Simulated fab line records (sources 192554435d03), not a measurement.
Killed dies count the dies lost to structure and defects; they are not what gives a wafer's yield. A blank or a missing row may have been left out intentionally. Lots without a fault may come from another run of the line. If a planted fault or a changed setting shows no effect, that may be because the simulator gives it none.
fab line records	flow n5-finfet
[record] lots = 24	wafers = 72	last-day = 18
route steps=1938 shown BEOL_M1@810 BEOL_M2@890
lots that met no fault: from a run of the same line without faults
start-h: hours from the record's opening day to when the first of the lot's shown wafers began	wait-h: hours since the lot's step before	" identical to the entry in the row above	L1.1+2: a row that stands for several wafers	- no value, or no start given	* or withheld: withheld	< > ~ a bound
route shown NAME@n: names a module that has steps shown in the file, with the first one's number in the route	usual: mean/standard deviation taken from wafers without a fault	same: alike in all rows	chamber/n: place in a boat	sites: per-site readings	_std_site: the values' standard deviation	_edge_site: mean of outer sites minus mean of inner sites	radius-mm: how far each site lies from the wafer's centre	mask NAME#n: copy n	behind: the tool/chamber that last shaped the wafer	hold: cause of the lot's hold/its duration in hours/its outcome	device: whichever transistor did not switch (one of n, p or np)	end of line: the same wafers' tests at the end of the route	step lacking rows: just its recipe	killed: at the first sort, the dies lost to defects and structure; wafer yield is something else	map: per-die view of a wafer (x killed, . not killed, _ where there is no die)
set.NAME: setting as actually run; set.NAME@STEP: the setting as run at that earlier step	model.NAME: the simulator's own value behind a step, which no gauge read
route steps across a sampled set of lots; one table per step, one row per wafer
services: from which hour (start-h, from the record's first day; less than 0 if before it) a tool's chamber was out of use, for how many hours, and why
[[steps]]
[step N5_BEOL_M1_PRE_CLEAN_45]
[recipe] gas = H2/He	time-s = 30	temp-c = 250
[usual] heater-power-w = 330/35
lot.wafer	tool	chamber	start-h	wait-h	heater-power-w
L074.2	pvd-sputter-03	-	131.23	0.0	357
L074.5	"	-	"	"	360
L074.6	"	-	"	"	292
L075.2	pvd-sputter-02	-	132.01	0.0	299
L075.3	"	-	"	"	289
L075.5	"	-	"	"	341
L076.1	pvd-sputter-01	-	139.81	0.0	349
L076.2	"	-	"	"	334
L076.5	"	-	"	"	346
L077.1	pvd-sputter-03	-	159.07	0.0	351
L077.2	"	-	"	"	300
L077.5	"	-	"	"	357
L078.1	pvd-sputter-02	-	164.29	0.0	331
L078.4	"	-	"	"	281
L078.6	"	-	"	"	346
L079.2	pvd-sputter-02	-	169.45	0.0	301
L079.3	"	-	"	"	347
L079.4	"	-	"	"	338
L080.1	pvd-sputter-03	-	169.63	0.0	299
L080.3	"	-	"	"	318
L080.4	"	-	"	"	294
L081.2	pvd-sputter-02	-	172.57	0.0	333
L081.5	"	-	"	"	289
L081.6	"	-	"	"	333
L082.1	pvd-sputter-02	-	175.68	0.0	346
L082.5	"	-	"	"	277
L082.6	"	-	"	"	321
L083.1	pvd-sputter-02	-	178.98	0.0	337
L083.3	"	-	"	"	283
L083.4	"	-	"	"	303
L084.1	pvd-sputter-01	-	200.02	0.0	331
L084.3	"	-	"	"	340
L084.6	"	-	"	"	320
L085.1	pvd-sputter-01	-	202.10	0.0	325
L085.3	"	-	"	"	423
L085.6	"	-	"	"	331
L086.3	pvd-sputter-02	-	202.91	0.0	347
L086.4	"	-	"	"	285
L086.5	"	-	"	"	302
L087.1	pvd-sputter-02	-	213.07	0.0	279
L087.4	"	-	"	"	339
L087.5	"	-	"	"	343
L088.1	pvd-sputter-01	-	216.21	0.0	409
L088.3	"	-	"	"	337
L088.6	"	-	"	"	334
L089.1	pvd-sputter-02	-	221.90	0.0	328
L089.3	"	-	"	"	337
L089.5	"	-	"	"	301
L090.2	pvd-sputter-01	-	222.04	0.0	329
L090.4	"	-	"	"	335
L090.6	"	-	"	"	339
L091.1	pvd-sputter-01	-	234.57	0.0	352
L091.5	"	-	"	"	419
L091.6	"	-	"	"	361
L092.4	pvd-sputter-01	-	235.17	0.0	340
L092.5	"	-	"	"	409
L092.6	"	-	"	"	337
L093.2	pvd-sputter-02	-	239.98	0.0	283
L093.4	"	-	"	"	324
L093.5	"	-	"	"	324
L094.2	pvd-sputter-01	-	260.52	0.0	335
L094.4	"	-	"	"	340
L094.6	"	-	"	"	339
L095.1	pvd-sputter-03	-	260.95	0.0	296
L095.4	"	-	"	"	346
L095.5	"	-	"	"	302
L096.2	pvd-sputter-02	-	263.83	0.0	331
L096.4	"	-	"	"	302
L096.6	"	-	"	"	347
L097.4	pvd-sputter-02	-	271.62	0.0	283
L097.5	"	-	"	"	302
L097.6	"	-	"	"	352
[step N5_BEOL_M1_ANNEAL_89]
[recipe] temp-c = 400	time-s = 240	ambient = vacuum
[usual] heater-power-w = 810/80
lot.wafer	tool	chamber	start-h	wait-h	heater-power-w
L074.2	pvd-sputter-02	-	133.09	0.0	831
L074.5	"	-	"	"	733
L074.6	"	-	"	"	845
L075.2	pvd-sputter-02	-	135.03	0.0	870
L075.3	"	-	"	"	750
L075.5	"	-	"	"	695
L076.1	pvd-sputter-03	-	141.49	0.0	740
L076.2	"	-	"	"	741
L076.5	"	-	"	"	854
L077.1	pvd-sputter-03	-	161.55	0.0	883
L077.2	"	-	"	"	771
L077.5	"	-	"	"	897
L078.1	pvd-sputter-02	-	166.17	0.0	719
L078.4	"	-	"	"	812
L078.6	"	-	"	"	836
L079.2	pvd-sputter-01	-	171.08	0.0	831
L079.3	"	-	"	"	1020
L079.4	"	-	"	"	831
L080.1	pvd-sputter-02	-	171.25	0.0	693
L080.3	"	-	"	"	743
L080.4	"	-	"	"	874
L081.2	pvd-sputter-03	-	174.32	0.0	897
L081.5	"	-	"	"	876
L081.6	"	-	"	"	733
L082.1	pvd-sputter-02	-	177.62	0.0	847
L082.5	"	-	"	"	869
L082.6	"	-	"	"	767
L083.1	pvd-sputter-01	-	180.55	0.0	862
L083.3	"	-	"	"	868
L083.4	"	-	"	"	815
L084.1	pvd-sputter-02	-	201.61	0.0	822
L084.3	"	-	"	"	716
L084.6	"	-	"	"	825
L085.1	pvd-sputter-01	-	203.82	0.0	860
L085.3	"	-	"	"	877
L085.6	"	-	"	"	843
L086.3	pvd-sputter-03	-	205.66	0.0	742
L086.4	"	-	"	"	758
L086.5	"	-	"	"	745
L087.1	pvd-sputter-02	-	215.38	0.0	840
L087.4	"	-	"	"	764
L087.5	"	-	"	"	885
L088.1	pvd-sputter-02	-	218.06	0.0	752
L088.3	"	-	"	"	715
L088.6	"	-	"	"	870
L089.1	pvd-sputter-03	-	223.46	0.0	769
L089.3	"	-	"	"	725
L089.5	"	-	"	"	781
L090.2	pvd-sputter-02	-	223.58	0.0	835
L090.4	"	-	"	"	862
L090.6	"	-	"	"	754
L091.1	pvd-sputter-03	-	236.41	0.0	774
L091.5	"	-	"	"	888
L091.6	"	-	"	"	730
L092.4	pvd-sputter-01	-	238.71	0.0	830
L092.5	"	-	"	"	857
L092.6	"	-	"	"	814
L093.2	pvd-sputter-02	-	241.79	0.0	835
L093.4	"	-	"	"	702
L093.5	"	-	"	"	750
L094.2	pvd-sputter-02	-	262.15	0.0	710
L094.4	"	-	"	"	827
L094.6	"	-	"	"	734
L095.1	pvd-sputter-01	-	262.78	0.0	807
L095.4	"	-	"	"	1053
L095.5	"	-	"	"	1029
L096.2	pvd-sputter-03	-	266.85	0.0	733
L096.4	"	-	"	"	748
L096.6	"	-	"	"	730
L097.4	pvd-sputter-03	-	273.61	0.0	744
L097.5	"	-	"	"	762
L097.6	"	-	"	"	757
[step N5_BEOL_M1_INSPECT_59]
[recipe] inspect-instrument = darkfield	mode = post-dep
[usual] raw-defect-count = 63/19
lot.wafer	tool	chamber	start-h	wait-h	raw-defect-count
L074.2	defect-inspect-01	-	135.02	0.0	53
L074.5	"	-	"	"	84
L074.6	"	-	"	"	77
L075.2	defect-inspect-02	-	137.01	0.0	74
L075.3	"	-	"	"	51
L075.5	"	-	"	"	47
L076.1	defect-inspect-02	-	143.37	0.0	61
L076.2	"	-	"	"	56
L076.5	"	-	"	"	56
L077.1	defect-inspect-02	-	163.42	0.0	78
L077.2	"	-	"	"	49
L077.5	"	-	"	"	39
L078.1	defect-inspect-02	-	168.04	0.0	74
L078.4	"	-	"	"	54
L078.6	"	-	"	"	58
L079.2	defect-inspect-01	-	173.06	0.0	50
L079.3	"	-	"	"	72
L079.4	"	-	"	"	68
L080.1	defect-inspect-02	-	173.13	0.0	42
L080.3	"	-	"	"	47
L080.4	"	-	"	"	52
L081.2	defect-inspect-01	-	176.64	0.0	47
L081.5	"	-	"	"	51
L081.6	"	-	"	"	31
L082.1	defect-inspect-02	-	179.51	0.0	35
L082.5	"	-	"	"	76
L082.6	"	-	"	"	52
L083.1	defect-inspect-01	-	182.43	0.0	35
L083.3	"	-	"	"	58
L083.4	"	-	"	"	60
L084.1	defect-inspect-01	-	203.49	0.0	102
L084.3	"	-	"	"	79
L084.6	"	-	"	"	89
L085.1	defect-inspect-02	-	205.69	0.0	69
L085.3	"	-	"	"	43
L085.6	"	-	"	"	52
L086.3	defect-inspect-02	-	207.59	0.0	74
L086.4	"	-	"	"	50
L086.5	"	-	"	"	84
L087.1	defect-inspect-01	-	217.25	0.0	37
L087.4	"	-	"	"	61
L087.5	"	-	"	"	56
L088.1	defect-inspect-01	-	219.94	0.0	87
L088.3	"	-	"	"	73
L088.6	"	-	"	"	66
L089.1	defect-inspect-02	-	225.33	0.0	65
L089.3	"	-	"	"	72
L089.5	"	-	"	"	55
L090.2	defect-inspect-01	-	225.45	0.0	60
L090.4	"	-	"	"	88
L090.6	"	-	"	"	69
L091.1	defect-inspect-02	-	238.65	0.0	73
L091.5	"	-	"	"	100
L091.6	"	-	"	"	56
L092.4	defect-inspect-02	-	240.70	0.0	48
L092.5	"	-	"	"	42
L092.6	"	-	"	"	104
L093.2	defect-inspect-01	-	243.66	0.0	58
L093.4	"	-	"	"	57
L093.5	"	-	"	"	102
L094.2	defect-inspect-02	-	264.03	0.0	56
L094.4	"	-	"	"	42
L094.6	"	-	"	"	34
L095.1	defect-inspect-01	-	264.65	0.0	40
L095.4	"	-	"	"	61
L095.5	"	-	"	"	90
L096.2	defect-inspect-02	-	268.81	0.0	67
L096.4	"	-	"	"	77
L096.6	"	-	"	"	44
L097.4	defect-inspect-02	-	275.49	0.0	55
L097.5	"	-	"	"	41
L097.6	"	-	"	"	97
[step N5_BEOL_M2_TRENCH_ETCH_37]
[recipe] chemistry = C4F6/O2	target-depth-a = 555.55	target = SiOC	time-s = 29.2	ion-energy-ev = 250	pressure-mtorr = 30	source-w = 355	bias-w = 185	Ar_flow_sccm = 300	C4F6_flow_sccm = 10	O2_flow_sccm = 10
[usual] drypump-motor-current-A = 6.0/0.52	oes_ar_750_au = 0.79/0.098	oes-product-au = 0.79/0.1	rf-vpp-V = 670/11	showerhead-plenum-p-Torr = 2.90/0.095	throttle-valve-pct = 20.77/0.26
lot.wafer	tool	chamber	start-h	wait-h	drypump-motor-current-A	oes_ar_750_au	oes-product-au	rf-hours-counter-h	rf-vpp-V	showerhead-plenum-p-Torr	throttle-valve-pct
L074.2	rie-diel-05	1	-	-	6.5	0.72	0.73	189	676	2.82	20.41
L074.5	"	1	"	"	6.5	0.72	0.72	-	674	2.82	20.39
L074.6	"	2	"	"	5.6	0.73	0.73	-	659	2.97	21.13
L075.2	rie-diel-01	0	-	-	6.8	0.74	0.75	154	680	2.87	21.06
L075.3	"	3	"	"	5.1	0.87	0.87	41	653	2.81	20.65
L075.5	"	0	"	"	6.8	0.75	0.76	-	680	2.87	21.05
L076.1	rie-diel-02	2	-	-	5.6	0.82	0.81	80	675	2.86	20.73
L076.2	"	1	"	"	6.5	0.93	0.93	16	676	3.02	20.44
L076.5	"	1	"	"	6.5	0.93	0.93	-	674	3.02	20.43
L077.1	rie-diel-02	0	-	-	6.2	0.71	0.71	201	678	2.93	20.50
L077.2	"	3	"	"	6.0	0.91	0.91	30	657	3.04	20.98
L077.5	"	3	"	"	6.0	0.92	0.91	-	656	3.04	20.98
L078.1	rie-diel-02	3	-	-	6.0	0.92	0.91	31	658	3.03	20.97
L078.4	"	1	"	"	6.5	0.92	0.92	18	675	3.02	20.45
L078.6	"	1	"	"	6.5	0.92	0.91	-	676	3.02	20.46
L080.1	rie-diel-02	1	-	-	6.5	0.92	0.91	21	675	3.01	20.43
L080.3	"	2	"	"	5.7	0.82	0.81	85	672	2.85	20.72
L080.4	"	3	"	"	6.0	0.91	0.90	33	655	3.03	20.97
L079.2	rie-diel-05	3	-	-	6.2	0.71	0.71	233	644	2.70	20.81
L079.3	"	0	"	"	5.6	0.68	0.69	241	682	2.93	21.21
L079.4	"	2	"	"	5.5	0.71	0.71	186	659	2.96	21.15
L081.2	rie-diel-02	2	-	-	5.7	0.81	0.79	88	674	2.85	20.71
L081.5	"	0	"	"	6.3	0.70	0.69	-	677	2.93	20.54
L081.6	"	1	"	"	6.5	0.91	0.90	-	674	3.01	20.45
L082.1	rie-diel-05	3	-	-	6.2	0.71	0.71	237	644	2.70	20.80
L082.5	"	2	"	"	5.6	0.71	0.70	-	658	2.96	21.15
L082.6	"	1	"	"	6.5	0.71	0.70	-	676	2.81	20.41
L083.1	rie-diel-01	1	-	-	6.2	0.81	0.83	98	677	2.99	20.88
L083.3	"	2	"	"	4.9	0.71	0.71	197	657	2.71	20.83
L083.4	"	0	"	"	6.8	0.73	0.73	172	680	2.86	21.08
L084.1	rie-diel-01	2	-	-	4.9	0.70	0.70	203	657	2.71	20.85
L084.3	"	0	"	"	6.8	0.73	0.72	178	680	2.86	21.09
L084.6	"	1	"	"	6.1	0.81	0.81	-	677	2.99	20.88
L085.1	rie-diel-01	0	-	-	6.8	0.72	0.72	181	679	2.86	21.08
L085.3	"	2	"	"	4.9	0.69	0.70	206	659	2.71	20.86
L085.6	"	1	"	"	6.1	0.80	0.81	-	677	2.99	20.89
L086.3	rie-diel-02	3	-	-	5.9	0.89	0.90	44	655	3.03	21.00
L086.4	"	1	"	"	6.6	0.89	0.89	34	675	3.01	20.46
L086.5	"	2	"	"	5.7	0.80	0.80	-	672	2.85	20.76
L087.1	rie-diel-05	1	-	-	6.5	0.69	0.69	223	676	2.80	20.47
L087.4	"	2	"	"	5.5	0.70	0.70	-	659	2.95	21.20
L087.5	"	0	"	"	5.6	0.99	1.02	-	682	2.93	20.91
L088.1	rie-diel-02	3	-	-	6.0	0.88	0.89	50	654	3.03	20.99
L088.3	"	0	"	"	6.2	0.70	0.70	223	675	2.92	20.55
L088.6	"	0	"	"	6.2	0.70	0.71	-	677	2.92	20.57
L089.1	rie-diel-02	0	-	-	6.3	0.70	0.69	224	677	2.92	20.56
L089.3	"	2	"	"	5.6	0.79	0.79	106	672	2.84	20.75
L089.5	"	0	"	"	6.3	0.69	0.69	-	676	2.92	20.55
L090.2	rie-diel-05	0	-	-	5.7	0.97	1.00	3	684	2.93	20.90
L090.4	"	1	"	"	6.5	0.70	0.69	-	677	2.80	20.43
L090.6	"	0	"	"	5.6	0.98	1.00	-	683	2.93	20.92
L091.1	rie-diel-05	0	-	-	5.6	0.96	0.98	7	683	2.92	20.91
L091.5	"	2	"	"	5.6	0.70	0.69	-	658	2.95	21.20
L091.6	"	0	"	"	5.6	0.96	0.99	-	684	2.92	20.92
L092.4	rie-diel-01	2	-	-	4.9	0.69	0.69	216	659	2.70	20.86
L092.5	"	1	"	"	6.2	0.79	0.80	-	677	2.98	20.89
L092.6	"	0	"	"	6.8	0.72	0.71	-	679	2.85	21.11
L093.2	rie-diel-05	3	-	-	6.2	1.01	1.00	1	655	3.03	20.51
L093.4	"	3	"	"	6.2	1.00	1.00	-	653	3.03	20.52
L093.5	"	1	"	"	6.5	0.68	0.69	-	675	2.80	20.46
L094.2	rie-diel-01	1	-	-	6.2	0.79	0.81	125	676	2.98	20.92
L094.4	"	3	"	"	5.1	0.82	0.81	83	653	2.79	20.71
L094.6	"	3	"	"	5.1	0.82	0.82	-	652	2.79	20.70
L095.1	rie-diel-05	2	-	-	5.6	0.69	0.68	218	658	2.95	21.20
L095.4	"	1	"	"	6.5	0.68	0.68	240	674	2.79	20.47
L095.5	"	1	"	"	6.5	0.68	0.68	-	674	2.79	20.48
L096.2	rie-diel-05	1	-	-	6.5	0.69	0.68	242	676	2.79	20.48
L096.4	"	3	"	"	6.2	0.96	0.95	10	655	3.03	20.53
L096.6	"	0	"	"	5.6	0.93	0.94	-	683	2.92	20.94
L097.4	rie-diel-02	3	-	-	6.0	0.86	0.86	65	656	3.02	21.03
L097.5	"	2	"	"	5.7	0.78	0.78	-	672	2.84	20.79
L097.6	"	1	"	"	6.5	0.85	0.86	-	676	3.00	20.49
[step N5_BEOL_M2_ANNEAL_89]
[recipe] temp-c = 400	time-s = 240	ambient = vacuum
[usual] heater-power-w = 820/88
lot.wafer	tool	chamber	start-h	wait-h	heater-power-w
L075.2	pvd-sputter-01	-	145.43	0.0	1048
L075.3	"	-	"	"	827
L075.5	"	-	"	"	1021
L074.2	pvd-sputter-03	-	157.95	0.0	866
L074.5	"	-	"	"	756
L074.6	"	-	"	"	782
L076.1	pvd-sputter-03	-	164.77	0.0	797
L076.2	"	-	"	"	890
L076.5	"	-	"	"	794
L077.1	pvd-sputter-03	-	171.41	0.0	767
L077.2	"	-	"	"	728
L077.5	"	-	"	"	735
L078.1	pvd-sputter-02	-	174.42	0.0	847
L078.4	"	-	"	"	768
L078.6	"	-	"	"	874
L080.1	pvd-sputter-02	-	180.66	0.0	691
L080.3	"	-	"	"	757
L080.4	"	-	"	"	857
L079.2	pvd-sputter-03	-	180.99	0.0	862
L079.3	"	-	"	"	739
L079.4	"	-	"	"	775
L081.2	pvd-sputter-01	-	187.29	0.0	813
L081.5	"	-	"	"	826
L081.6	"	-	"	"	1074
L082.1	pvd-sputter-02	-	193.05	0.0	762
L082.5	"	-	"	"	714
L082.6	"	-	"	"	855
L083.1	pvd-sputter-01	-	193.39	0.0	831
L083.3	"	-	"	"	814
L083.4	"	-	"	"	1082
L084.1	pvd-sputter-02	-	211.47	0.0	727
L084.3	"	-	"	"	862
L084.6	"	-	"	"	858
L085.1	pvd-sputter-01	-	219.57	0.0	827
L085.3	"	-	"	"	850
L085.6	"	-	"	"	1058
L086.3	pvd-sputter-02	-	219.90	0.0	766
L086.4	"	-	"	"	724
L086.5	"	-	"	"	866
L087.1	pvd-sputter-03	-	232.17	0.0	871
L087.4	"	-	"	"	750
L087.5	"	-	"	"	778
L088.1	pvd-sputter-02	-	233.40	0.0	842
L088.3	"	-	"	"	743
L088.6	"	-	"	"	716
L089.1	pvd-sputter-01	-	236.57	0.0	865
L089.3	"	-	"	"	825
L089.5	"	-	"	"	836
L090.2	pvd-sputter-03	-	238.29	0.0	908
L090.4	"	-	"	"	772
L090.6	"	-	"	"	719
L091.1	pvd-sputter-03	-	248.89	0.0	712
L091.5	"	-	"	"	745
L091.6	"	-	"	"	884
L092.4	pvd-sputter-03	-	252.03	0.0	738
L092.5	"	-	"	"	749
L092.6	"	-	"	"	781
L093.2	pvd-sputter-02	-	255.09	0.0	707
L093.4	"	-	"	"	846
L093.5	"	-	"	"	821
L094.2	pvd-sputter-03	-	270.35	0.0	861
L094.4	"	-	"	"	736
L094.6	"	-	"	"	713
L095.1	pvd-sputter-01	-	270.44	0.0	839
L095.4	"	-	"	"	811
L095.5	"	-	"	"	820
L096.2	pvd-sputter-03	-	278.99	0.0	782
L096.4	"	-	"	"	744
L096.6	"	-	"	"	735
L097.4	pvd-sputter-01	-	282.61	0.0	1017
L097.5	"	-	"	"	825
L097.6	"	-	"	"	817
[step N5_BEOL_M2_ANNEAL_91]
[recipe] temp-c = 400	time-s = 240	ambient = vacuum
[usual] heater-power-w = 818/87
lot.wafer	tool	chamber	start-h	wait-h	heater-power-w
L075.2	pvd-sputter-01	-	145.65	0.0	1027
L075.3	"	-	"	"	862
L075.5	"	-	"	"	1045
L074.2	pvd-sputter-03	-	158.17	0.0	871
L074.5	"	-	"	"	727
L074.6	"	-	"	"	759
L076.1	pvd-sputter-03	-	164.99	0.0	802
L076.2	"	-	"	"	872
L076.5	"	-	"	"	769
L077.1	pvd-sputter-03	-	171.63	0.0	773
L077.2	"	-	"	"	753
L077.5	"	-	"	"	739
L078.1	pvd-sputter-02	-	174.64	0.0	854
L078.4	"	-	"	"	760
L078.6	"	-	"	"	831
L080.1	pvd-sputter-02	-	180.88	0.0	709
L080.3	"	-	"	"	714
L080.4	"	-	"	"	870
L079.2	pvd-sputter-03	-	181.21	0.0	851
L079.3	"	-	"	"	738
L079.4	"	-	"	"	807
L081.2	pvd-sputter-01	-	187.51	0.0	793
L081.5	"	-	"	"	845
L081.6	"	-	"	"	991
L082.1	pvd-sputter-02	-	193.27	0.0	740
L082.5	"	-	"	"	708
L082.6	"	-	"	"	864
L083.1	pvd-sputter-01	-	193.61	0.0	840
L083.3	"	-	"	"	814
L083.4	"	-	"	"	1033
L084.1	pvd-sputter-02	-	211.69	0.0	710
L084.3	"	-	"	"	875
L084.6	"	-	"	"	874
L085.1	pvd-sputter-01	-	219.80	0.0	802
L085.3	"	-	"	"	862
L085.6	"	-	"	"	1037
L086.3	pvd-sputter-02	-	220.12	0.0	739
L086.4	"	-	"	"	708
L086.5	"	-	"	"	835
L087.1	pvd-sputter-03	-	232.39	0.0	870
L087.4	"	-	"	"	743
L087.5	"	-	"	"	781
L088.1	pvd-sputter-02	-	233.62	0.0	837
L088.3	"	-	"	"	740
L088.6	"	-	"	"	693
L089.1	pvd-sputter-01	-	236.79	0.0	871
L089.3	"	-	"	"	848
L089.5	"	-	"	"	856
L090.2	pvd-sputter-03	-	238.51	0.0	890
L090.4	"	-	"	"	774
L090.6	"	-	"	"	751
L091.1	pvd-sputter-03	-	249.11	0.0	718
L091.5	"	-	"	"	724
L091.6	"	-	"	"	882
L092.4	pvd-sputter-03	-	252.25	0.0	743
L092.5	"	-	"	"	746
L092.6	"	-	"	"	789
L093.2	pvd-sputter-02	-	255.31	0.0	703
L093.4	"	-	"	"	838
L093.5	"	-	"	"	835
L094.2	pvd-sputter-03	-	270.57	0.0	878
L094.4	"	-	"	"	744
L094.6	"	-	"	"	726
L095.1	pvd-sputter-01	-	270.66	0.0	851
L095.4	"	-	"	"	821
L095.5	"	-	"	"	821
L096.2	pvd-sputter-03	-	279.21	0.0	780
L096.4	"	-	"	"	720
L096.6	"	-	"	"	726
L097.4	pvd-sputter-01	-	282.83	0.0	1038
L097.5	"	-	"	"	869
L097.6	"	-	"	"	803
[[services]]
tool	chamber	start-h	hours	kind
rie-diel-05	2	107.24	8.5	repair
pvd-sputter-02	-	146.19	7.4	repair
rie-diel-01	3	165.61	6.2	repair
rie-diel-01	1	200.33	1.6	repair
rie-diel-05	0	203.00	-	clean
rie-diel-05	0	203.00	-	consumable-replace:focus-ring
rie-diel-05	0	203.00	22.6	scheduled-down
rie-diel-05	0	203.00	22.6	vent-cycle
rie-diel-05	3	226.02	-	clean
rie-diel-05	3	226.02	-	consumable-replace:focus-ring
rie-diel-05	3	226.02	-	consumable-replace:showerhead
rie-diel-05	3	226.02	24.8	scheduled-down
rie-diel-05	3	226.02	24.8	vent-cycle
rie-diel-05	2	248.35	14.3	repair
rie-diel-01	2	252.54	8.2	repair
[[key]]
fault none
